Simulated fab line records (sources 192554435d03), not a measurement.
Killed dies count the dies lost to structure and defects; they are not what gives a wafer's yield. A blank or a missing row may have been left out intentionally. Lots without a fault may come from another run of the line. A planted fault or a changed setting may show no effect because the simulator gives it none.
fab line records	flow n5_finfet
[record] lots = 24	wafers = 72	last_day = 18
route steps=1938 shown SD_EPI_P@307 ILD0@335 SDB@358
lots untouched by any fault: they come from a run of this same line in which no faults occurred
start_h: hours from the record's first day to the start of the lot's first wafer shown	wait_h: time in hours since the lot's previous step	" identical to the entry in the row above	L1.1+2: a single row standing in for several wafers	- no value present, or no start provided	* or withheld: withheld	< > ~ a bound
route shown NAME@n: names a module that has steps shown in the file, with the first one's number in the route	usual: mean and standard deviation over wafers with no fault	same: alike in all rows	chamber/n: place in a boat	sites: each site's reading	_std_site: the standard deviation of these	_edge_site: outer sites' mean less inner sites'	radius_mm: for every site, how far away it sits from the centre of the wafer	mask NAME#n: copy n	behind: the most recent tool/chamber to have shaped the wafer	hold: why the lot was held/for how many hours/how that ended	device: transistor that didn't switch, given as n, p or np	end of line: the route-end tests of the same wafers	a step without rows: its recipe alone	killed: count of dies lost to structure and defects at first sort (not the wafer's yield)	map: a wafer's dies, x killed, . not, _ none there
set.NAME: the setting the step ran with; set.NAME@STEP: the setting that earlier step ran with	model.NAME: the simulator's own value behind a step, which no gauge read
one table for each step of the route and one row for each wafer, over a sample of lots
services: the hour from which a tool's chamber was out of use, counted from the record's first day as start_h (under 0 if before that day), plus the number of hours and why
[[steps]]
[step N5_SD_EPI_P_ETCH_36]
[recipe] chemistry = CF4	target = SiARC	target_depth_a = 455	mask_material = CAR-ArF-block	time_s = 75.8	ion_energy_ev = 80	pressure_mtorr = 40	source_w = 545	bias_w = 36	Ar_flow_sccm = 100	cf4_flow_sccm = 100	ends = cleared
[usual] drypump_motor_current_A = 5.6/0.31	etch_rf_on_time_s = 77.0/1.9	oes_product_au = 0.63/0.06	rf_vpp_V = 184.1/1.1	showerhead_plenum_p_Torr = 2.14/0.062	throttle_valve_pct = 15.65/0.19
lot.wafer	tool	chamber	start_h	wait_h	drypump_motor_current_A	etch_rf_on_time_s	oes_product_au	rf_hours_counter_h	rf_vpp_V	showerhead_plenum_p_Torr	throttle_valve_pct
L074.3	rie_diel-02	2	53.45	0.0	5.7	74.9	0.61	202	184.9	2.21	15.62
L074.4	"	1	"	"	5.8	78.4	0.59	196	186.0	2.21	15.56
L074.5	"	3	"	"	5.5	77.3	0.59	-	184.4	2.11	15.96
L075.3	rie_diel-04	1	58.95	0.0	5.9	77.2	0.64	134	184.1	2.24	15.51
L075.4	"	3	"	"	5.5	74.6	0.63	187	183.1	2.04	15.88
L075.6	"	0	"	"	5.7	81.9	0.62	-	186.2	2.14	15.87
L076.1	rie_diel-02	0	69.60	0.0	5.3	79.4	0.63	154	183.4	2.06	15.70
L076.2	"	2	"	"	5.7	75.3	0.60	208	185.3	2.21	15.63
L076.5	"	0	"	"	5.3	79.1	0.64	-	181.7	2.06	15.70
L077.1	rie_diel-04	3	72.92	0.0	5.5	73.8	0.63	191	183.3	2.04	15.91
L077.3	"	0	"	"	5.7	80.0	0.62	154	184.0	2.13	15.89
L077.6	"	0	"	"	5.7	79.9	0.62	-	184.6	2.14	15.88
L078.1	rie_diel-05	2	77.60	0.0	5.9	74.3	0.66	127	184.8	2.14	15.38
L078.4	"	0	"	"	5.3	77.5	0.64	140	184.1	2.14	15.51
L078.5	"	3	"	"	6.3	79.3	0.58	-	181.4	2.03	16.01
L079.1	rie_diel-02	3	85.52	0.0	5.5	78.5	0.58	229	184.0	2.11	15.96
L079.3	"	0	"	"	5.3	79.4	0.63	159	183.8	2.05	15.70
L079.5	"	2	"	"	5.7	75.3	0.59	-	184.8	2.21	15.63
L080.1	rie_diel-05	1	90.95	0.0	5.1	74.4	0.79	11	183.9	2.20	15.37
L080.4	"	0	"	"	5.3	77.6	0.63	144	185.4	2.14	15.52
L080.5	"	3	"	"	6.3	79.2	0.57	-	182.7	2.03	16.01
L081.1	rie_diel-02	1	100.20	0.0	5.8	79.0	0.58	209	184.5	2.21	15.61
L081.3	"	3	"	"	5.5	78.0	0.57	233	183.7	2.11	15.96
L081.6	"	1	"	"	5.8	78.6	0.58	-	184.7	2.21	15.60
L082.1	rie_diel-05	0	101.97	0.0	5.3	78.0	0.63	147	183.9	2.14	15.53
L082.4	"	2	"	"	5.9	75.3	0.65	134	183.9	2.14	15.38
L082.5	"	0	"	"	5.3	77.2	0.64	-	182.7	2.14	15.53
L083.3	rie_diel-04	3	109.06	0.0	5.5	74.0	0.63	201	181.6	2.04	15.91
L083.5	"	2	"	"	5.8	76.7	0.59	-	183.6	2.12	15.64
L083.6	"	1	"	"	5.9	77.2	0.63	-	185.8	2.23	15.54
L084.2	rie_diel-04	1	114.41	0.0	5.9	75.2	0.64	148	185.2	2.23	15.53
L084.5	"	1	"	"	5.9	75.3	0.63	-	184.5	2.23	15.53
L084.6	"	2	"	"	5.7	76.6	0.60	-	185.6	2.12	15.65
L085.2	rie_diel-02	3	122.68	0.0	5.5	77.8	0.57	239	183.6	2.10	15.97
L085.3	"	0	"	"	5.3	78.3	0.62	170	184.6	2.05	15.69
L085.5	"	2	"	"	5.7	75.4	0.59	-	184.8	2.20	15.65
L086.2	rie_diel-04	2	125.47	0.0	5.8	77.9	0.59	228	184.7	2.12	15.65
L086.3	"	0	"	"	5.7	82.2	0.61	168	184.6	2.13	15.92
L086.6	"	1	"	"	5.9	76.9	0.63	-	184.7	2.23	15.56
L087.3	rie_diel-05	2	133.27	0.0	5.9	75.0	0.64	139	184.4	2.14	15.38
L087.4	"	2	"	"	5.9	74.7	0.65	-	184.6	2.14	15.37
L087.5	"	0	"	"	5.3	76.8	0.63	-	184.3	2.14	15.56
L088.1	rie_diel-04	0	137.19	0.0	5.7	81.2	0.61	172	183.5	2.13	15.92
L088.2	"	2	"	"	5.8	77.3	0.59	233	183.0	2.12	15.66
L088.3	"	1	"	"	5.9	76.5	0.63	156	185.9	2.23	15.56
L089.1	rie_diel-04	0	149.78	0.0	5.7	80.1	0.61	176	183.9	2.13	15.92
L089.3	"	3	"	"	5.5	74.0	0.62	210	184.2	2.03	15.94
L089.5	"	0	"	"	5.7	80.0	0.61	-	184.5	2.13	15.91
L090.1	rie_diel-05	0	152.08	0.0	5.3	77.3	0.63	162	183.0	2.13	15.57
L090.2	"	2	"	"	5.8	75.1	0.64	147	184.9	2.13	15.41
L090.6	"	2	"	"	5.9	75.9	0.64	-	185.0	2.13	15.39
L091.1	rie_diel-05	2	156.47	0.0	5.8	76.2	0.64	150	185.0	2.13	15.41
L091.4	"	2	"	"	5.9	75.7	0.63	-	185.2	2.13	15.42
L091.5	"	1	"	"	5.1	75.2	0.75	-	185.2	2.19	15.40
L092.2	rie_diel-05	0	163.98	0.0	5.3	77.9	0.62	169	183.8	2.13	15.58
L092.4	"	1	"	"	5.1	75.0	0.74	-	182.0	2.19	15.43
L092.6	"	0	"	"	5.3	78.1	0.62	-	183.7	2.13	15.56
L093.2	rie_diel-02	2	169.14	0.0	5.7	76.0	0.58	238	185.9	2.20	15.70
L093.3	"	1	"	"	5.8	78.7	0.56	233	182.8	2.20	15.64
L093.6	"	1	"	"	5.8	78.9	0.57	-	183.3	2.20	15.64
L094.1	rie_diel-05	0	177.18	0.0	5.3	78.3	0.62	174	183.0	2.13	15.59
L094.2	"	2	"	"	5.9	75.2	0.63	159	184.2	2.13	15.43
L094.4	"	1	"	"	5.1	74.9	0.74	41	183.7	2.19	15.44
L095.4	rie_diel-02	2	183.15	0.0	5.7	76.8	0.57	-	185.2	2.19	15.70
L095.5	"	3	"	"	5.5	78.9	0.56	-	183.3	2.10	16.02
L095.6	"	1	"	"	5.9	79.2	0.56	-	183.8	2.19	15.66
L096.1	rie_diel-05	3	188.50	0.0	6.3	76.8	0.80	8	185.8	2.27	15.55
L096.3	"	2	"	"	5.9	74.6	0.64	162	184.5	2.13	15.44
L096.5	"	2	"	"	5.9	74.9	0.63	-	184.3	2.13	15.43
L097.2	rie_diel-02	0	194.21	0.0	5.3	79.6	0.61	187	183.8	2.05	15.75
L097.3	"	1	"	"	5.8	78.7	0.56	241	184.7	2.19	15.66
L097.6	"	1	"	"	5.8	79.4	0.56	-	183.6	2.19	15.64
[step N5_SD_EPI_P_SD_RECESS_17]
[recipe] chemistry = HBr/Cl2/O2	target_depth_a = 391	bt_time_s = 3	pressure_mtorr = 10	icp_w = 800	bias_w = 112	HBr_flow_sccm = 150	Cl2_flow_sccm = 80	O2_flow_sccm = 12
[usual] drypump_motor_current_A = 5.7/0.39	he_backside_leak_sccm = 2.73/0.27	oes_product_au = 0.999/0.018	throttle_valve_pct = 36.98/0.28
lot.wafer	tool	chamber	start_h	wait_h	drypump_motor_current_A	he_backside_leak_sccm	oes_product_au	rf_hours_counter_h	throttle_valve_pct
L074.3	rie_si-01	3	54.10	0.0	5.7	2.82	0.977	139	37.32
L074.4	"	0	"	"	5.8	3.01	1.015	106	36.80
L074.5	"	2	"	"	5.7	2.69	0.971	-	36.96
L075.3	rie_si-02	2	59.60	0.0	6.4	2.55	1.007	10	37.12
L075.4	"	1	"	"	5.3	2.33	1.019	50	36.88
L075.6	"	3	"	"	6.5	2.56	1.010	-	37.22
L076.1	rie_si-01	0	70.25	0.0	5.8	3.01	0.994	106	36.82
L076.2	"	3	"	"	5.7	2.81	0.982	140	37.31
L076.5	"	2	"	"	5.7	2.76	0.987	-	36.96
L077.1	rie_si-01	1	73.57	0.0	6.0	2.74	1.021	57	36.74
L077.3	"	2	"	"	5.7	3.06	0.984	171	36.96
L077.6	"	1	"	"	6.1	2.75	1.019	-	36.74
L078.1	rie_si-01	1	78.26	0.0	6.1	2.56	1.027	57	36.73
L078.4	"	2	"	"	5.7	2.90	0.980	171	36.96
L078.5	"	0	"	"	5.8	3.13	1.014	-	36.81
L079.1	rie_si-01	1	86.17	0.0	6.1	2.69	1.025	57	36.74
L079.3	"	2	"	"	5.7	2.80	0.990	171	36.95
L079.5	"	1	"	"	6.0	2.84	1.031	-	36.73
L080.1	rie_si-01	2	91.60	0.0	5.7	2.80	0.986	171	36.98
L080.4	"	0	"	"	5.8	3.02	1.012	106	36.80
L080.5	"	2	"	"	5.7	2.70	0.980	-	36.95
L081.1	rie_si-02	0	100.85	0.0	5.3	2.67	1.007	34	36.87
L081.3	"	2	"	"	6.4	2.60	1.007	11	37.14
L081.6	"	3	"	"	6.4	2.50	1.018	-	37.18
L082.1	rie_si-01	2	102.62	0.0	5.7	2.88	0.984	172	36.96
L082.4	"	2	"	"	5.7	2.84	0.973	-	36.95
L082.5	"	3	"	"	5.7	3.24	0.976	-	37.33
L083.3	rie_si-02	1	109.71	0.0	5.3	2.33	1.015	51	36.87
L083.5	"	1	"	"	5.3	2.37	1.018	-	36.88
L083.6	"	0	"	"	5.2	2.79	1.009	-	36.87
L084.2	rie_si-02	1	115.07	0.0	5.3	2.34	1.016	51	36.88
L084.5	"	2	"	"	6.4	2.65	0.999	-	37.11
L084.6	"	1	"	"	5.3	2.32	1.022	-	36.88
L085.2	rie_si-02	0	123.33	0.0	5.3	2.91	1.006	34	36.85
L085.3	"	2	"	"	6.4	2.70	1.006	11	37.13
L085.5	"	2	"	"	6.4	2.63	1.010	-	37.12
L086.2	rie_si-01	0	126.12	0.0	5.8	3.04	1.011	107	36.80
L086.3	"	0	"	"	5.8	3.37	1.006	-	36.80
L086.6	"	3	"	"	5.7	3.09	0.989	-	37.31
L087.3	rie_si-01	0	133.92	0.0	5.8	3.09	1.009	107	36.80
L087.4	"	2	"	"	5.7	2.90	0.980	-	36.95
L087.5	"	0	"	"	5.8	3.02	1.012	-	36.80
L088.1	rie_si-01	3	137.84	0.0	5.7	2.82	0.980	141	37.31
L088.2	"	0	"	"	5.8	3.09	1.012	107	36.81
L088.3	"	2	"	"	5.7	2.79	0.982	172	36.95
L089.1	rie_si-06	0	150.44	0.0	5.4	2.86	1.004	52	36.22
L089.3	"	3	"	"	5.5	2.26	0.991	78	36.97
L089.5	"	2	"	"	5.0	2.76	0.982	-	37.03
L090.1	rie_si-06	1	152.73	0.0	5.7	2.22	0.979	5	37.55
L090.2	"	2	"	"	5.0	2.73	0.983	116	37.05
L090.6	"	3	"	"	5.4	2.55	0.992	-	36.97
L091.1	rie_si-06	2	157.12	0.0	5.0	2.94	0.996	116	37.02
L091.4	"	0	"	"	5.5	2.71	0.992	52	36.22
L091.5	"	1	"	"	5.7	2.31	0.968	-	37.57
L092.2	rie_si-06	1	164.63	0.0	5.7	2.19	0.967	5	37.56
L092.4	"	3	"	"	5.4	2.37	0.985	78	36.96
L092.6	"	3	"	"	5.4	2.25	0.984	-	36.97
L093.2	rie_si-06	0	169.79	0.0	5.5	2.74	0.992	52	36.21
L093.3	"	3	"	"	5.5	2.40	0.981	78	36.97
L093.6	"	2	"	"	5.0	2.75	0.993	-	37.04
L094.1	rie_si-02	3	177.83	0.0	6.4	2.53	1.005	160	37.21
L094.2	"	0	"	"	5.3	2.75	1.005	35	36.87
L094.4	"	1	"	"	5.4	2.36	1.012	52	36.88
L095.4	rie_si-06	1	183.77	0.0	5.7	2.16	0.979	6	37.55
L095.5	"	2	"	"	5.0	3.07	0.995	-	37.04
L095.6	"	3	"	"	5.5	2.39	0.981	-	36.97
L096.1	rie_si-02	0	189.15	0.0	5.3	2.84	1.017	36	36.85
L096.3	"	3	"	"	6.4	2.45	1.022	161	37.21
L096.5	"	2	"	"	6.3	2.78	1.001	-	37.12
L097.2	rie_si-01	3	194.86	0.0	5.7	3.11	0.976	142	37.30
L097.3	"	0	"	"	5.8	3.26	1.010	108	36.81
L097.6	"	2	"	"	5.7	3.02	0.981	-	36.97
[step N5_ILD0_LINER_00]
[recipe] material = SiNx	target_thk_a = 40	temp_c = 400	ald_precursor_family = SiH2I2	ald_co_reactant = N2/H2-plasma	pulse_time_s = 1	purge_time_s = 2	co_reactant_purge_time_s = 2	ald_cycles = 80	pressure_torr = 2
[usual] heater_power_w = 843/75	precursor_pulse_height_rel = 0.998/0.022
lot.wafer	tool	chamber	start_h	wait_h	heater_power_w	precursor_pulse_height_rel
L074.3	ald_sin-01	3	58.48	0.6	1012	0.994
L074.4	"	2	"	"	801	1.028
L074.5	"	3	"	"	1012	1.022
L075.3	ald_sin-04	0	63.61	0.0	698	0.962
L075.4	"	1	"	"	766	0.995
L075.6	"	0	"	"	722	0.981
L076.1	ald_sin-02	2	74.08	0.0	847	0.975
L076.2	"	1	"	"	959	1.012
L076.5	"	3	"	"	875	1.026
L077.1	ald_sin-01	1	77.53	0.0	863	1.025
L077.3	"	2	"	"	793	1.026
L077.6	"	2	"	"	795	0.973
L078.1	ald_sin-01	1	83.34	0.4	861	0.983
L078.4	"	0	"	"	827	1.005
L078.5	"	0	"	"	824	0.976
L079.1	ald_sin-04	0	90.54	0.5	711	1.022
L079.3	"	1	"	"	758	1.013
L079.5	"	0	"	"	724	0.964
L080.1	ald_sin-01	3	96.90	0.0	993	0.996
L080.4	"	1	"	"	879	1.003
L080.5	"	0	"	"	827	0.999
L081.1	ald_sin-02	1	105.76	0.0	889	0.987
L081.3	"	2	"	"	868	0.950
L081.6	"	2	"	"	830	0.965
L082.1	ald_sin-02	0	106.70	0.0	774	1.002
L082.4	"	2	"	"	869	0.987
L082.5	"	3	"	"	815	1.002
L083.3	ald_sin-01	2	114.54	0.0	819	1.037
L083.5	"	3	"	"	1014	1.004
L083.6	"	0	"	"	807	0.957
L084.2	ald_sin-02	0	118.90	0.0	760	1.004
L084.5	"	3	"	"	813	1.004
L084.6	"	0	"	"	766	0.986
L085.2	ald_sin-04	2	127.99	0.0	887	1.005
L085.3	"	3	"	"	873	1.020
L085.5	"	1	"	"	758	0.987
L086.2	ald_sin-01	2	130.19	0.0	810	0.990
L086.3	"	3	"	"	993	0.982
L086.6	"	0	"	"	820	0.975
L087.3	ald_sin-04	3	139.76	0.0	895	1.039
L087.4	"	2	"	"	851	1.012
L087.5	"	2	"	"	867	0.969
L088.1	ald_sin-04	2	141.66	0.0	890	0.971
L088.2	"	3	"	"	894	1.022
L088.3	"	0	"	"	722	1.003
L089.1	ald_sin-02	1	155.36	0.3	900	1.012
L089.3	"	2	"	"	850	0.996
L089.5	"	3	"	"	806	0.993
L090.1	ald_sin-02	0	157.48	0.0	752	0.988
L090.2	"	2	"	"	851	0.997
L090.6	"	2	"	"	850	0.977
L091.1	ald_sin-02	0	164.19	0.0	767	0.963
L091.4	"	2	"	"	871	0.974
L091.5	"	1	"	"	861	0.960
L092.2	ald_sin-04	0	169.36	0.1	712	1.031
L092.4	"	3	"	"	905	0.999
L092.6	"	2	"	"	882	1.018
L093.2	ald_sin-02	0	175.59	0.0	767	0.997
L093.3	"	3	"	"	801	1.015
L093.6	"	1	"	"	878	1.015
L094.1	ald_sin-02	1	181.70	0.1	905	0.995
L094.2	"	2	"	"	868	1.013
L094.4	"	3	"	"	798	0.983
L095.4	ald_sin-01	2	187.94	0.4	818	1.012
L095.5	"	0	"	"	819	1.007
L095.6	"	1	"	"	863	1.028
L096.1	ald_sin-02	3	193.04	0.1	792	0.987
L096.3	"	0	"	"	762	1.027
L096.5	"	3	"	"	798	1.022
L097.2	ald_sin-01	1	199.18	0.0	852	1.004
L097.3	"	0	"	"	826	1.009
L097.6	"	0	"	"	818	0.988
[step N5_ILD0_THK_MEAS_08]
[usual] thk_nm = 138.6/1.2
lot.wafer	tool	chamber	start_h	wait_h	thk_nm
L074.3	film_metro-01	-	61.49	-	139.0
L074.4	"	-	"	"	137.0
L074.5	"	-	"	"	139.4
L075.3	film_metro-02	-	66.60	-	140.1
L075.4	"	-	"	"	138.8
L075.6	"	-	"	"	138.0
L076.1	film_metro-01	-	77.07	-	137.6
L076.2	"	-	"	"	139.7
L076.5	"	-	"	"	137.5
L077.1	film_metro-02	-	80.52	-	138.0
L077.3	"	-	"	"	137.8
L077.6	"	-	"	"	137.5
L078.1	film_metro-02	-	86.34	-	140.1
L078.4	"	-	"	"	140.0
L078.5	"	-	"	"	139.2
L079.1	film_metro-02	-	93.54	-	137.5
L079.3	"	-	"	"	136.6
L079.5	"	-	"	"	139.2
L080.1	film_metro-02	-	99.88	-	138.1
L080.4	"	-	"	"	138.6
L080.5	"	-	"	"	137.6
L081.1	film_metro-02	-	108.74	-	141.5
L081.3	"	-	"	"	139.3
L081.6	"	-	"	"	139.8
L082.1	film_metro-01	-	110.27	-	138.1
L082.4	"	-	"	"	137.0
L082.5	"	-	"	"	137.3
L083.3	film_metro-02	-	117.66	-	139.6
L083.5	"	-	"	"	138.9
L083.6	"	-	"	"	139.5
L084.2	film_metro-01	-	121.90	-	137.9
L084.5	"	-	"	"	138.5
L084.6	"	-	"	"	139.3
L085.2	film_metro-02	-	130.99	-	139.7
L085.3	"	-	"	"	137.9
L085.5	"	-	"	"	140.7
L086.2	film_metro-01	-	133.17	-	139.6
L086.3	"	-	"	"	138.5
L086.6	"	-	"	"	139.9
L087.3	film_metro-02	-	142.75	-	135.3
L087.4	"	-	"	"	136.1
L087.5	"	-	"	"	137.3
L088.1	film_metro-02	-	144.66	-	137.8
L088.2	"	-	"	"	137.8
L088.3	"	-	"	"	137.4
L089.1	film_metro-02	-	158.53	-	139.5
L089.3	"	-	"	"	139.4
L089.5	"	-	"	"	139.6
L090.1	film_metro-01	-	160.58	-	139.0
L090.2	"	-	"	"	139.5
L090.6	"	-	"	"	139.7
L091.1	film_metro-02	-	167.17	-	136.8
L091.4	"	-	"	"	136.9
L091.5	"	-	"	"	137.7
L092.2	film_metro-01	-	172.35	-	138.6
L092.4	"	-	"	"	139.6
L092.6	"	-	"	"	138.8
L093.2	film_metro-01	-	178.57	-	140.5
L093.3	"	-	"	"	139.6
L093.6	"	-	"	"	141.7
L094.1	film_metro-02	-	184.81	-	139.0
L094.2	"	-	"	"	137.5
L094.4	"	-	"	"	138.5
L095.4	film_metro-01	-	190.94	-	137.1
L095.5	"	-	"	"	137.7
L095.6	"	-	"	"	137.3
L096.1	film_metro-01	-	196.02	-	138.6
L096.3	"	-	"	"	141.4
L096.5	"	-	"	"	140.5
L097.2	film_metro-02	-	202.54	-	137.9
L097.3	"	-	"	"	138.5
L097.6	"	-	"	"	138.2
[step N5_SDB_INSPECT_13]
[recipe] mode = adi	inspect_instrument = brightfield
[usual] raw_defect_count = 82/31
lot.wafer	tool	chamber	start_h	wait_h	raw_defect_count
L074.3	defect_inspect-01	-	65.15	0.0	76
L074.4	"	-	"	"	53
L074.5	"	-	"	"	80
L075.3	defect_inspect-02	-	70.25	0.0	90
L075.4	"	-	"	"	60
L075.6	"	-	"	"	52
L076.1	defect_inspect-02	-	81.51	0.0	132
L076.2	"	-	"	"	111
L076.5	"	-	"	"	97
L077.1	defect_inspect-02	-	84.30	0.0	110
L077.3	"	-	"	"	84
L077.6	"	-	"	"	44
L078.1	defect_inspect-02	-	90.21	0.0	75
L078.4	"	-	"	"	57
L078.5	"	-	"	"	94
L079.1	defect_inspect-02	-	97.32	0.0	112
L079.3	"	-	"	"	71
L079.5	"	-	"	"	115
L080.1	defect_inspect-02	-	103.54	0.0	107
L080.4	"	-	"	"	75
L080.5	"	-	"	"	104
L081.1	defect_inspect-01	-	112.52	0.0	147
L081.3	"	-	"	"	80
L081.6	"	-	"	"	109
L082.1	defect_inspect-02	-	114.05	0.0	27
L082.4	"	-	"	"	36
L082.5	"	-	"	"	42
L083.3	defect_inspect-02	-	121.44	0.0	122
L083.5	"	-	"	"	62
L083.6	"	-	"	"	76
L084.2	defect_inspect-01	-	125.86	0.0	54
L084.5	"	-	"	"	92
L084.6	"	-	"	"	57
L085.2	defect_inspect-01	-	134.77	0.0	75
L085.3	"	-	"	"	35
L085.5	"	-	"	"	80
L086.2	defect_inspect-02	-	136.95	0.0	63
L086.3	"	-	"	"	72
L086.6	"	-	"	"	73
L087.3	defect_inspect-02	-	146.42	0.0	126
L087.4	"	-	"	"	90
L087.5	"	-	"	"	97
L088.1	defect_inspect-02	-	148.34	0.0	59
L088.2	"	-	"	"	117
L088.3	"	-	"	"	114
L089.1	defect_inspect-02	-	162.39	0.0	73
L089.3	"	-	"	"	44
L089.5	"	-	"	"	36
L090.1	defect_inspect-02	-	164.36	0.0	83
L090.2	"	-	"	"	75
L090.6	"	-	"	"	137
L091.1	defect_inspect-02	-	171.21	0.0	47
L091.4	"	-	"	"	71
L091.5	"	-	"	"	68
L092.2	defect_inspect-02	-	176.13	0.0	157
L092.4	"	-	"	"	74
L092.6	"	-	"	"	102
L093.2	defect_inspect-02	-	182.52	0.0	42
L093.3	"	-	"	"	39
L093.6	"	-	"	"	58
L094.1	defect_inspect-01	-	188.62	0.0	95
L094.2	"	-	"	"	90
L094.4	"	-	"	"	75
L095.4	defect_inspect-02	-	195.24	0.0	74
L095.5	"	-	"	"	91
L095.6	"	-	"	"	64
L096.1	defect_inspect-01	-	199.69	0.0	76
L096.3	"	-	"	"	105
L096.5	"	-	"	"	60
L097.2	defect_inspect-01	-	206.32	0.0	130
L097.3	"	-	"	"	133
L097.6	"	-	"	"	145
[step N5_SDB_CUT_ETCH_26]
[recipe] chemistry = HBr/Cl2/O2	target = Si	target_depth_a = 1296	bt_time_s = 20	mask_material = SiNx	time_s = 51.8	ion_energy_ev = *	bias_w = *	pressure_mtorr = 10	icp_w = 800	HBr_flow_sccm = 150	Cl2_flow_sccm = 80	O2_flow_sccm = 12
[usual] drypump_motor_current_A = 5.6/0.42	he_backside_leak_sccm = 2.8/0.46	oes_product_au = 1.000/0.018	throttle_valve_pct = 37.4/0.4
lot.wafer	tool	chamber	start_h	wait_h	drypump_motor_current_A	he_backside_leak_sccm	oes_product_au	rf_hours_counter_h	throttle_valve_pct
L074.3	rie_si-03	2	65.80	0.1	5.5	2.5	1.000	106	37.7
L074.4	"	1	"	"	5.8	2.6	1.011	104	37.8
L074.5	"	1	"	"	5.8	2.5	1.007	-	37.9
L075.3	rie_si-03	0	70.90	0.1	5.6	2.6	0.973	111	36.9
L075.4	"	1	"	"	5.8	2.4	1.008	104	37.8
L075.6	"	2	"	"	5.5	2.5	0.994	-	37.7
L076.1	rie_si-05	1	82.15	0.1	5.8	2.5	1.006	96	37.3
L076.2	"	2	"	"	6.6	3.4	1.006	28	37.8
L076.5	"	3	"	"	5.4	2.7	0.970	-	38.1
L077.1	rie_si-05	1	85.16	0.1	5.8	2.5	1.010	96	37.3
L077.3	"	3	"	"	5.4	2.6	0.969	43	38.1
L077.6	"	2	"	"	6.6	3.5	1.005	-	37.8
L078.1	rie_si-03	0	90.86	0.1	5.6	2.7	0.967	111	36.9
L078.4	"	2	"	"	5.5	2.5	1.001	106	37.6
L078.5	"	1	"	"	5.8	2.4	1.006	-	37.8
L079.1	rie_si-04	1	98.27	0.1	5.3	2.7	1.008	55	37.1
L079.3	"	0	"	"	5.0	3.2	0.997	4	37.0
L079.5	"	2	"	"	5.0	3.0	1.026	-	37.6
L080.1	rie_si-03	2	104.18	0.1	5.5	2.6	0.987	106	37.7
L080.4	"	3	"	"	5.8	3.5	1.002	130	37.7
L080.5	"	1	"	"	5.8	2.4	1.008	-	37.8
L081.1	rie_si-05	0	114.05	0.1	6.0	2.3	1.007	63	36.9
L081.3	"	1	"	"	5.8	2.5	1.007	96	37.3
L081.6	"	1	"	"	5.8	2.6	1.009	-	37.3
L082.1	rie_si-05	2	115.03	0.1	6.6	3.4	1.007	28	37.8
L082.4	"	1	"	"	5.8	2.5	1.001	96	37.3
L082.5	"	3	"	"	5.4	2.6	0.972	-	38.1
L083.3	rie_si-04	3	122.27	0.1	5.2	2.8	1.021	153	37.1
L083.5	"	0	"	"	5.0	2.9	0.990	-	37.1
L083.6	"	1	"	"	5.2	2.8	1.008	-	37.1
L084.2	rie_si-03	3	126.61	0.1	5.8	3.4	1.005	131	37.7
L084.5	"	1	"	"	5.8	2.5	1.011	-	37.8
L084.6	"	0	"	"	5.7	2.7	0.975	-	36.9
L085.2	rie_si-03	0	135.61	0.1	5.7	2.8	0.968	112	36.9
L085.3	"	2	"	"	5.4	2.5	1.005	107	37.7
L085.5	"	0	"	"	5.7	2.6	0.965	-	36.9
L086.2	rie_si-03	2	137.60	0.1	5.5	2.6	1.001	107	37.7
L086.3	"	1	"	"	5.8	2.3	1.015	105	37.8
L086.6	"	1	"	"	5.8	2.3	1.008	-	37.8
L087.3	rie_si-04	1	147.26	0.1	5.2	2.8	1.017	55	37.1
L087.4	"	3	"	"	5.2	2.8	1.026	154	37.1
L087.5	"	3	"	"	5.2	2.8	1.023	-	37.1
L088.1	rie_si-03	1	149.13	0.1	5.8	2.5	1.002	105	37.8
L088.2	"	3	"	"	5.8	3.2	0.997	131	37.7
L088.3	"	2	"	"	5.5	2.5	1.000	107	37.7
L089.1	rie_si-04	0	163.04	0.1	5.0	3.1	0.999	5	37.0
L089.3	"	2	"	"	5.0	3.0	1.039	144	37.6
L089.5	"	3	"	"	5.2	2.7	1.024	-	37.1
L090.1	rie_si-04	2	165.01	0.1	5.0	3.2	1.030	144	37.6
L090.2	"	1	"	"	5.3	2.7	1.010	56	37.1
L090.6	"	2	"	"	5.0	3.2	1.024	-	37.7
L091.1	rie_si-03	2	172.19	0.1	5.5	2.4	1.004	108	37.7
L091.4	"	1	"	"	5.8	2.3	1.008	106	37.8
L091.5	"	1	"	"	5.8	2.4	1.002	-	37.8
L092.2	rie_si-05	0	176.82	0.1	6.0	2.3	1.004	64	36.9
L092.4	"	1	"	"	5.8	2.5	1.002	97	37.3
L092.6	"	0	"	"	6.0	2.3	0.999	-	36.9
L093.2	rie_si-04	0	183.50	0.1	5.0	3.1	0.996	6	37.1
L093.3	"	3	"	"	5.2	2.7	1.027	154	37.1
L093.6	"	3	"	"	5.2	2.7	1.031	-	37.1
L094.1	rie_si-05	1	189.31	0.1	5.8	2.5	1.010	98	37.3
L094.2	"	0	"	"	6.1	2.3	1.008	64	36.9
L094.4	"	3	"	"	5.4	2.6	0.972	45	38.1
L095.4	rie_si-05	0	196.01	0.1	6.1	2.3	1.013	65	36.9
L095.5	"	2	"	"	6.6	3.1	1.004	-	37.7
L095.6	"	1	"	"	5.8	2.5	1.014	-	37.3
L096.1	rie_si-03	1	200.98	0.1	5.8	2.5	1.014	106	37.9
L096.3	"	3	"	"	5.8	3.5	0.996	132	37.7
L096.5	"	2	"	"	5.4	2.6	0.992	-	37.7
L097.2	rie_si-05	1	206.97	0.1	5.8	2.5	1.004	98	37.3
L097.3	"	3	"	"	5.4	2.6	0.970	45	38.1
L097.6	"	0	"	"	6.0	2.3	1.008	-	36.9
[[services]]
tool	chamber	start_h	hours	kind
rie_si-03	1	36.44	6.0	repair
ald_sin-01	1	45.54	2.6	repair
rie_si-02	0	45.54	1.7	repair
ald_sin-01	1	52.24	11.0	repair
ald_sin-04	-	57.27	6.0	pm
rie_si-03	-	67.54	0.3	repair
ald_sin-04	-	77.28	0.6	repair
ald_sin-02	-	85.26	14.0	pm
ald_sin-02	0	85.26	14.0	vent_cycle
ald_sin-01	-	89.32	6.1	pm
rie_si-05	2	91.24	4.4	repair
rie_si-01	2	92.28	4.2	repair
rie_si-01	0	99.71	3.0	repair
ald_sin-01	3	111.29	1.9	repair
rie_diel-05	2	115.35	6.4	repair
rie_si-06	-	116.06	28.1	pm
rie_si-01	1	119.62	22.1	repair
rie_si-01	2	121.47	5.6	repair
rie_diel-04	3	129.24	4.7	repair
rie_diel-05	3	129.79	4.6	repair
rie_diel-02	3	158.29	9.1	repair
rie_si-03	-	175.46	2.0	repair
ald_sin-04	-	176.75	14.0	pm
rie_diel-02	1	189.70	2.6	repair
[[key]]
fault none
